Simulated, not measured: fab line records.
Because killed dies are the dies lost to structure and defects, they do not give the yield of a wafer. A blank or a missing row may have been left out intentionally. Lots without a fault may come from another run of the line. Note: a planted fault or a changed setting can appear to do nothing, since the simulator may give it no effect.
Which of the tools did it? || flow nand-harc || 12 lots with 36 wafers sampled at 5 steps, on a route of 1302 steps

== WHAT THE GAUGES READ, wafer by wafer ==
NHARC_THIN_TSV_CD_MEAS_37. Usual: cd-nm 5000.3 nm, standard deviation 2.4.
{"lot": "L764", "measured": "day 24 18:34", "on": "cd-sem-01", "cd-nm (nm)": "5003.7 5001.7 4999.0", "flag": ""}
{"lot": "L763", "measured": "day 24 17:38", "on": "cd-sem-01", "cd-nm (nm)": "5000.1 4998.3 5000.7", "flag": ""}
{"lot": "L765", "measured": "day 24 23:16", "on": "cd-sem-01", "cd-nm (nm)": "4999.1 4998.8 5001.2", "flag": ""}
{"lot": "L767", "measured": "day 25 22:43", "on": "cd-sem-03", "cd-nm (nm)": "5005.5 5001.0 4998.7", "flag": ""}
{"lot": "L769", "measured": "day 26 13:48", "on": "cd-sem-01", "cd-nm (nm)": "4999.3 4998.5 4996.0", "flag": ""}
{"lot": "L774", "measured": "day 28 04:14", "on": "cd-sem-02", "cd-nm (nm)": "5002.6 5000.7 4999.5", "flag": ""}
{"lot": "L777", "measured": "day 29 22:25", "on": "cd-sem-03", "cd-nm (nm)": "4999.3 4997.9 5001.2", "flag": ""}
{"lot": "L779", "measured": "day 30 15:03", "on": "cd-sem-01", "cd-nm (nm)": "4999.7 4998.7 5001.2", "flag": ""}
{"lot": "L782", "measured": "day 32 14:18", "on": "cd-sem-01", "cd-nm (nm)": "4999.7 4997.4 4998.4", "flag": ""}
{"lot": "L783", "measured": "day 32 19:26", "on": "cd-sem-01", "cd-nm (nm)": "4998.8 4997.4 4997.6", "flag": ""}
{"lot": "L784", "measured": "day 32 23:08", "on": "cd-sem-02", "cd-nm (nm)": "5004.0 5000.5 5005.5", "flag": ""}
{"lot": "L785", "measured": "day 33 11:35", "on": "cd-sem-03", "cd-nm (nm)": "5001.2 5004.2 5000.3", "flag": ""}

NHARC_END_SORT_01. Usual: defect-limited-yield 90.7 %, standard deviation 2.9; killed-at-array 58, standard deviation 20; killed-at-other 1.0, standard deviation 1.2; killed-at-periphery 4.1, standard deviation 3; killed-dies 63, standard deviation 20; killed-open 3.2, standard deviation 1.7; killed-short 2.5, standard deviation 1.5.
{"lot": "L777", "measured": "day 30 04:41", "on": "prober-02", "defect-limited-yield (%)": "78.3 77.1 81.8", "killed-at-array": "142 149 118", "killed-at-other": "0 0 0", "killed-at-periphery": "5 6 5", "killed-dies": "147 155 123", "killed-open": "3 2 2", "killed-short": "3 1 2", "flag": "OFF"}
{"lot": "L783", "measured": "day 33 00:31", "on": "prober-01", "defect-limited-yield (%)": "89.7 91.6 92.0", "killed-at-array": "64 52 48", "killed-at-other": "2 0 3", "killed-at-periphery": "4 5 3", "killed-dies": "70 57 54", "killed-open": "4 4 4", "killed-short": "2 4 1", "flag": ""}

== TOOL THAT RAN EACH LOT (tool first, then ch and the chambers of the sampled wafers, then the start) ==
{"lot": "L764", "NHARC_A_M1_PVD_20": "pvd-sputter-02, day 23 15:49", "NHARC_THIN_TSV_PRE_CLEAN_54": "pvd-sputter-01, day 24 16:02", "NHARC_THIN_TSV_ETCH_59": "rie-metal-02 ch 0,1, day 24 17:26"}
{"lot": "L763", "NHARC_A_M1_PVD_20": "pvd-sputter-03, day 23 16:31", "NHARC_THIN_TSV_PRE_CLEAN_54": "pvd-sputter-01, day 24 15:07", "NHARC_THIN_TSV_ETCH_59": "rie-metal-03 ch 0,1, day 24 16:34"}
{"lot": "L765", "NHARC_A_M1_PVD_20": "pvd-sputter-03, day 23 21:52", "NHARC_THIN_TSV_PRE_CLEAN_54": "pvd-sputter-01, day 24 20:54", "NHARC_THIN_TSV_ETCH_59": "rie-metal-03 ch 0,1, day 24 22:11"}
{"lot": "L767", "NHARC_A_M1_PVD_20": "pvd-sputter-01, day 24 19:17", "NHARC_THIN_TSV_PRE_CLEAN_54": "pvd-sputter-03, day 25 20:13", "NHARC_THIN_TSV_ETCH_59": "rie-metal-01 ch 0,1, day 25 21:38"}
{"lot": "L769", "NHARC_A_M1_PVD_20": "pvd-sputter-02, day 25 12:21", "NHARC_THIN_TSV_PRE_CLEAN_54": "pvd-sputter-01, day 26 11:27", "NHARC_THIN_TSV_ETCH_59": "rie-metal-01 ch 0,1, day 26 12:40"}
{"lot": "L774", "NHARC_A_M1_PVD_20": "pvd-sputter-02, day 27 01:51", "NHARC_THIN_TSV_PRE_CLEAN_54": "pvd-sputter-03, day 28 01:53", "NHARC_THIN_TSV_ETCH_59": "rie-metal-02 ch 0,1, day 28 03:05"}
{"lot": "L777", "NHARC_A_M1_PVD_20": "pvd-sputter-03, day 28 21:35", "NHARC_THIN_TSV_PRE_CLEAN_54": "pvd-sputter-02, day 29 19:55", "NHARC_THIN_TSV_ETCH_59": "rie-metal-02 ch 0,1, day 29 21:16"}
{"lot": "L779", "NHARC_A_M1_PVD_20": "pvd-sputter-02, day 29 12:34", "NHARC_THIN_TSV_PRE_CLEAN_54": "pvd-sputter-02, day 30 12:31", "NHARC_THIN_TSV_ETCH_59": "rie-metal-02 ch 0,1, day 30 13:53"}
{"lot": "L782", "NHARC_A_M1_PVD_20": "pvd-sputter-03, day 31 08:58", "NHARC_THIN_TSV_PRE_CLEAN_54": "pvd-sputter-02, day 32 11:37", "NHARC_THIN_TSV_ETCH_59": "rie-metal-02 ch 0,1, day 32 12:58"}
{"lot": "L783", "NHARC_A_M1_PVD_20": "pvd-sputter-01, day 31 10:41", "NHARC_THIN_TSV_PRE_CLEAN_54": "pvd-sputter-02, day 32 17:02", "NHARC_THIN_TSV_ETCH_59": "rie-metal-01 ch 0,1, day 32 18:19"}
{"lot": "L784", "NHARC_A_M1_PVD_20": "pvd-sputter-01, day 31 21:05", "NHARC_THIN_TSV_PRE_CLEAN_54": "pvd-sputter-02, day 32 20:38", "NHARC_THIN_TSV_ETCH_59": "rie-metal-03 ch 1, day 32 21:59"}
{"lot": "L785", "NHARC_A_M1_PVD_20": "pvd-sputter-03, day 32 11:02", "NHARC_THIN_TSV_PRE_CLEAN_54": "pvd-sputter-02, day 33 09:04", "NHARC_THIN_TSV_ETCH_59": "rie-metal-01 ch 0,1, day 33 10:29"}
- NHARC_A_M1_PVD_20: deposits TaN, target thk 5 nm, time 8.06 s.
- NHARC_THIN_TSV_PRE_CLEAN_54: time 30 s.
- NHARC_THIN_TSV_ETCH_59: etches the open film in Cl2/BCl3, target depth 880 nm, time 138.1 s.

== AS READ BY THE TOOLS THEMSELVES (means over the sampled wafers that have a number; for cases with no such wafer, the mark the record gives instead) ==
NHARC_A_M1_PVD_20. Usual: chamber-pressure-pa 0.12 Pa, standard deviation 0.00025; throttle-valve-pct 30.1 %, standard deviation 0.77.
{"lot": "L764", "tool": "pvd-sputter-02", "chamber-pressure-pa (Pa)": 0.12, "throttle-valve-pct (%)": 29.6, "flag": ""}
{"lot": "L763", "tool": "pvd-sputter-03", "chamber-pressure-pa (Pa)": 0.12, "throttle-valve-pct (%)": 29.9, "flag": ""}
{"lot": "L765", "tool": "pvd-sputter-03", "chamber-pressure-pa (Pa)": 0.12, "throttle-valve-pct (%)": 30.3, "flag": ""}
{"lot": "L767", "tool": "pvd-sputter-01", "chamber-pressure-pa (Pa)": 0.12, "throttle-valve-pct (%)": 30.5, "flag": ""}
{"lot": "L769", "tool": "pvd-sputter-02", "chamber-pressure-pa (Pa)": 0.12, "throttle-valve-pct (%)": 30.5, "flag": ""}
{"lot": "L774", "tool": "pvd-sputter-02", "chamber-pressure-pa (Pa)": 0.12, "throttle-valve-pct (%)": 29.6, "flag": ""}
{"lot": "L777", "tool": "pvd-sputter-03", "chamber-pressure-pa (Pa)": 0.12, "throttle-valve-pct (%)": 30.6, "flag": ""}
{"lot": "L779", "tool": "pvd-sputter-02", "chamber-pressure-pa (Pa)": 0.12, "throttle-valve-pct (%)": 30.3, "flag": ""}
{"lot": "L782", "tool": "pvd-sputter-03", "chamber-pressure-pa (Pa)": 0.12, "throttle-valve-pct (%)": 30.3, "flag": ""}
{"lot": "L783", "tool": "pvd-sputter-01", "chamber-pressure-pa (Pa)": 0.12, "throttle-valve-pct (%)": 30.0, "flag": ""}
{"lot": "L784", "tool": "pvd-sputter-01", "chamber-pressure-pa (Pa)": 0.12, "throttle-valve-pct (%)": 30.3, "flag": ""}
{"lot": "L785", "tool": "pvd-sputter-03", "chamber-pressure-pa (Pa)": 0.12, "throttle-valve-pct (%)": 29.3, "flag": ""}

NHARC_THIN_TSV_PRE_CLEAN_54. Usual: heater-power-w 412 W, standard deviation 36; susceptor-temp-C 280.02 C, standard deviation 0.18.
{"lot": "L764", "tool": "pvd-sputter-01", "heater-power-w (W)": 434, "susceptor-temp-C (C)": 280.02, "flag": ""}
{"lot": "L763", "tool": "pvd-sputter-01", "heater-power-w (W)": 406, "susceptor-temp-C (C)": 279.91, "flag": ""}
{"lot": "L765", "tool": "pvd-sputter-01", "heater-power-w (W)": 372, "susceptor-temp-C (C)": "-", "flag": "OFF"}
{"lot": "L767", "tool": "pvd-sputter-03", "heater-power-w (W)": 413, "susceptor-temp-C (C)": "-", "flag": "OFF"}
{"lot": "L769", "tool": "pvd-sputter-01", "heater-power-w (W)": 396, "susceptor-temp-C (C)": 280.17, "flag": ""}
{"lot": "L774", "tool": "pvd-sputter-03", "heater-power-w (W)": 415, "susceptor-temp-C (C)": 279.84, "flag": ""}
{"lot": "L777", "tool": "pvd-sputter-02", "heater-power-w (W)": 396, "susceptor-temp-C (C)": "-", "flag": "OFF"}
{"lot": "L779", "tool": "pvd-sputter-02", "heater-power-w (W)": 402, "susceptor-temp-C (C)": "-", "flag": "OFF"}
{"lot": "L782", "tool": "pvd-sputter-02", "heater-power-w (W)": 404, "susceptor-temp-C (C)": 280.18, "flag": ""}
{"lot": "L783", "tool": "pvd-sputter-02", "heater-power-w (W)": 402, "susceptor-temp-C (C)": 280.18, "flag": ""}
{"lot": "L784", "tool": "pvd-sputter-02", "heater-power-w (W)": 405, "susceptor-temp-C (C)": 280.11, "flag": ""}
{"lot": "L785", "tool": "pvd-sputter-02", "heater-power-w (W)": 399, "susceptor-temp-C (C)": 280.06, "flag": ""}

NHARC_THIN_TSV_ETCH_59. Usual: bcl3-flow-sccm 30.00 sccm, standard deviation 0.086; drypump-motor-current-A 5.5 A, standard deviation 0.49; mfc-cl2-sccm 60.01 sccm, standard deviation 0.17; oes-product-au 1.001 a.u., standard deviation 0.0093; throttle-valve-pct 22.264 %, standard deviation 0.0085.
{"lot": "L764", "tool": "rie-metal-02", "bcl3-flow-sccm (sccm)": 29.97, "drypump-motor-current-A (A)": 5.2, "mfc-cl2-sccm (sccm)": 59.90, "oes-product-au (a.u.)": 0.995, "throttle-valve-pct (%)": 22.258, "flag": ""}
{"lot": "L763", "tool": "rie-metal-03", "bcl3-flow-sccm (sccm)": 29.91, "drypump-motor-current-A (A)": 5.6, "mfc-cl2-sccm (sccm)": 59.97, "oes-product-au (a.u.)": 1.005, "throttle-valve-pct (%)": 22.263, "flag": ""}
{"lot": "L765", "tool": "rie-metal-03", "bcl3-flow-sccm (sccm)": 29.90, "drypump-motor-current-A (A)": 5.9, "mfc-cl2-sccm (sccm)": 60.13, "oes-product-au (a.u.)": 1.005, "throttle-valve-pct (%)": 22.271, "flag": ""}
{"lot": "L767", "tool": "rie-metal-01", "bcl3-flow-sccm (sccm)": 29.97, "drypump-motor-current-A (A)": 5.5, "mfc-cl2-sccm (sccm)": 59.85, "oes-product-au (a.u.)": 1.004, "throttle-valve-pct (%)": 22.264, "flag": ""}
{"lot": "L769", "tool": "rie-metal-01", "bcl3-flow-sccm (sccm)": 29.97, "drypump-motor-current-A (A)": 5.5, "mfc-cl2-sccm (sccm)": 60.13, "oes-product-au (a.u.)": 1.004, "throttle-valve-pct (%)": 22.267, "flag": ""}
{"lot": "L774", "tool": "rie-metal-02", "bcl3-flow-sccm (sccm)": 29.94, "drypump-motor-current-A (A)": 5.1, "mfc-cl2-sccm (sccm)": 60.02, "oes-product-au (a.u.)": 0.991, "throttle-valve-pct (%)": 22.260, "flag": ""}
{"lot": "L777", "tool": "rie-metal-02", "bcl3-flow-sccm (sccm)": 29.99, "drypump-motor-current-A (A)": 5.1, "mfc-cl2-sccm (sccm)": 60.04, "oes-product-au (a.u.)": 0.991, "throttle-valve-pct (%)": 22.265, "flag": ""}
{"lot": "L779", "tool": "rie-metal-02", "bcl3-flow-sccm (sccm)": 30.03, "drypump-motor-current-A (A)": 5.2, "mfc-cl2-sccm (sccm)": 60.02, "oes-product-au (a.u.)": 0.996, "throttle-valve-pct (%)": 22.260, "flag": ""}
{"lot": "L782", "tool": "rie-metal-02", "bcl3-flow-sccm (sccm)": 30.10, "drypump-motor-current-A (A)": 5.1, "mfc-cl2-sccm (sccm)": 60.10, "oes-product-au (a.u.)": 1.001, "throttle-valve-pct (%)": 22.263, "flag": ""}
{"lot": "L783", "tool": "rie-metal-01", "bcl3-flow-sccm (sccm)": 30.02, "drypump-motor-current-A (A)": 5.7, "mfc-cl2-sccm (sccm)": 59.88, "oes-product-au (a.u.)": 1.003, "throttle-valve-pct (%)": 22.261, "flag": ""}
{"lot": "L784", "tool": "rie-metal-03", "bcl3-flow-sccm (sccm)": 30.10, "drypump-motor-current-A (A)": 6.3, "mfc-cl2-sccm (sccm)": 59.98, "oes-product-au (a.u.)": 0.996, "throttle-valve-pct (%)": 22.261, "flag": ""}
{"lot": "L785", "tool": "rie-metal-01", "bcl3-flow-sccm (sccm)": 29.93, "drypump-motor-current-A (A)": 5.5, "mfc-cl2-sccm (sccm)": 60.00, "oes-product-au (a.u.)": 1.006, "throttle-valve-pct (%)": 22.266, "flag": ""}

== THE ANSWER, worked out from the rows above alone ==
Rule: lot off if the mean of its wafers having a number is beyond 3 standard deviations from the usual mean. Also off: a lot with no number at a reading for which 4 or more lots have one. All remaining lots with rows at the step are treated as sound. After the gauges, taken in route order, come the tools' own readings; for these a lot's mean is taken, as printed above. At the first step where some lot is off, the reading lying furthest off is the one used; lots without a number count as furthest.
Off: L777 (NHARC_END_SORT_01, defect-limited-yield). Neither off nor sound, because the step has no rows for them: L764, L763, L765, L767, L769, L774, L779, L782, L784, L785.
A tool fits if, at a process step before that reading, it ran every lot that is off, and no sound lot after the first of them. The gauges at NHARC_END_SORT_01 aren't tried: what is off there is off at NHARC_THIN_TSV_PRE_CLEAN_54 too, on other tools, and a gauge's error can't cause that. 2 tools fit, pvd-sputter-03 at NHARC_A_M1_PVD_20 and rie-metal-02 at NHARC_THIN_TSV_ETCH_59, so this cannot tell which one it is.

== WHAT THE SIMULATOR PUT IN ==
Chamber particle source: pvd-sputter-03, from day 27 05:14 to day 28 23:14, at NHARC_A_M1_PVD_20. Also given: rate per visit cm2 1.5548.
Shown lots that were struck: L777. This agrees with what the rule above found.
